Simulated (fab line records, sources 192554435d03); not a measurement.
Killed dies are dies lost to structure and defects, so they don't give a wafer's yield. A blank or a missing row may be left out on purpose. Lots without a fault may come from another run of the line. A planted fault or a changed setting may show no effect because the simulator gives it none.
Split-lot experiment | flow n5_finfet | 7 lots, 21 wafers read, on a route of 1938 steps

THE SPLIT
At N5_MOL_CONTACT_COAG_VIA_ETCH_46 (etches SiO2 in C4F6/O2, target depth 46 nm, overetch 9.2 nm, time 40 s), the setting bias_w was moved away from the recipe's 455 W on 11 of the 21 wafers read, by -12.0% to +15.5%. The other wafers ran this setting at the recipe's value.

The reading is taken at the split's own step.

THE READING
rf_vpp_V, in V, at N5_MOL_CONTACT_COAG_VIA_ETCH_46 (etches SiO2 in C4F6/O2, target depth 46 nm, overetch 9.2 nm, time 40 s). Fault-free wafers of this fab line usually give 1589 V, standard deviation 16 V.

wafer  | tool, chamber at the split | bias_w as run, W | against the recipe | rf_vpp_V, V | against lot-mates on the recipe
L076.3 | rie_diel-04, 3             | 455              | recipe             | 1586        | -
L076.5 | rie_diel-04, 0             | 525.5            | +15.5%             | 1767        | +181
L076.6 | rie_diel-04, 1             | 525.5            | +15.5%             | 1769        | +183
L077.1 | rie_diel-06, 1             | 400.6            | -12.0%             | 1427        | no lot-mate on the recipe
L077.3 | rie_diel-06, 2             | 400.6            | -12.0%             | 1437        | no lot-mate on the recipe
L077.4 | rie_diel-06, 0             | 400.6            | -12.0%             | 1427        | no lot-mate on the recipe
L079.2 | rie_diel-04, 0             | 414.6            | -8.9%              | 1482        | -108
L079.4 | rie_diel-04, 1             | 414.6            | -8.9%              | 1484        | -106
L079.6 | rie_diel-04, 2             | 455              | recipe             | 1590        | -
L080.3 | rie_diel-03, 0             | 455              | recipe             | 1567        | -
L080.4 | rie_diel-03, 1             | 455              | recipe             | 1603        | -
L080.6 | rie_diel-03, 0             | 491.5            | +8.0%              | 1660        | +75
L083.3 | rie_diel-04, 2             | 455              | recipe             | 1591        | -
L083.4 | rie_diel-04, 2             | 455              | recipe             | 1590        | -
L083.5 | rie_diel-04, 3             | 455              | recipe             | 1584        | -
L092.1 | rie_diel-06, 0             | 503.7            | +10.7%             | 1690        | +120
L092.4 | rie_diel-06, 1             | 455              | recipe             | 1570        | -
L092.5 | rie_diel-06, 3             | 503.7            | +10.7%             | 1731        | +161
L097.4 | rie_diel-04, 0             | 455              | recipe             | 1587        | -
L097.5 | rie_diel-04, 1             | 455              | recipe             | 1591        | -
L097.6 | rie_diel-04, 0             | 416.3            | -8.5%              | 1483        | -106

THE FIT
A straight line over all 21 wafers: rf_vpp_V changes by +12 V for each +1% of bias_w; r = +0.99; the points scatter about the line by 12 V.
The same after taking each lot's own level away (the mean of its wafers on the recipe; 18 wafers): +12 V for each +1%; r = +0.99; scatter 12 V.
On that fit, the largest move of bias_w shifts the reading by 1.9e+02 V.
The lots' own levels span 1570.0 to 1590.0 V, that is 1.2 times the standard deviation above.
So the lot-to-lot level changes the slope little: the two slopes agree.
Check: with one of the wafers moved furthest among these (+15.5%) left out of the fit, the line predicts +187 V for it against its lot-mates. It came out at +181 V against them.
Tool readings at the split's step, against how far the setting was moved: rf_vpp_V r = +0.99.

OTHER SPLITS ON THESE WAFERS
These wafers also went through other splits before the reading. Each is held against what the fit with the lots' levels taken away leaves over:
other split on the same wafers          | wafers away from the commonest value | r with rf_vpp_V (lot level and that fit taken away)
N5_MOL_CONTACT_COAG_COAT_02 spin_rpm    | 5                                    | -0.31
N5_MOL_CONTACT_COAG_ETCHBACK_135 time_s | 9                                    | -0.20

THE FILE'S OWN FIT
rf_vpp_V changes by +11.9 V for each +1% of bias_w, r = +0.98.
